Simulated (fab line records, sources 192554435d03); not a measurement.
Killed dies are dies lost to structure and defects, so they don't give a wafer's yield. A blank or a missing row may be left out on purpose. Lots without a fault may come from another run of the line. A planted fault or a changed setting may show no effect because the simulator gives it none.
Chamber matching | flow n5_finfet | N5_BEOL_M6_ETCH_65 on rie_diel-06: 4 sister chambers
The step etches SiARC in CF4, target depth 15.6 nm, time 26 s. 4 wafers are shown with their chamber, then 8 later ones without.

WAFERS WITH THEIR CHAMBER
wafer  | chamber | showerhead_plenum_p_Torr (Torr)
L083.4 | 3       | 2.26
L089.2 | 1       | 2.27
L089.5 | 2       | 2.03
L092.2 | 0       | 2.10

WAFERS WITHOUT THEIR CHAMBER
wafer  | showerhead_plenum_p_Torr (Torr)
L092.3 | 2.25
L092.5 | 2.10
L093.1 | 2.25
L093.4 | 2.10
L093.6 | 2.03
L094.1 | 2.03
L094.3 | 2.25
L094.4 | 2.26

WHICH CHAMBER EACH WENT THROUGH
wafer  | from the rows above     | in truth
L092.3 | can't be placed: 3 or 1 | 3
L092.5 | 0                       | 0
L093.1 | can't be placed: 3 or 1 | 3
L093.4 | 0                       | 0
L093.6 | 2                       | 2
L094.1 | 2                       | 2
L094.3 | can't be placed: 3 or 1 | 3
L094.4 | can't be placed: 3 or 1 | 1
Placed correctly: 4 of 8. Can't be placed from these rows: 4 (the true chamber is among the candidates in 4). Placed wrongly: 0.
How it was worked out, from the rows above alone: a wafer's distance from a chamber is the root of the sum, over the readings, of the square of ((its reading less the chamber's mean) divided by the reading's scatter). The wafer belongs to the nearest chamber; if the next one is less than 2 further off, it can't be placed. A chamber's mean is the mean of its shown wafers. The scatter: with one shown wafer a chamber, the root of the mean of the squares of how far each hidden wafer lies from its nearest shown one.
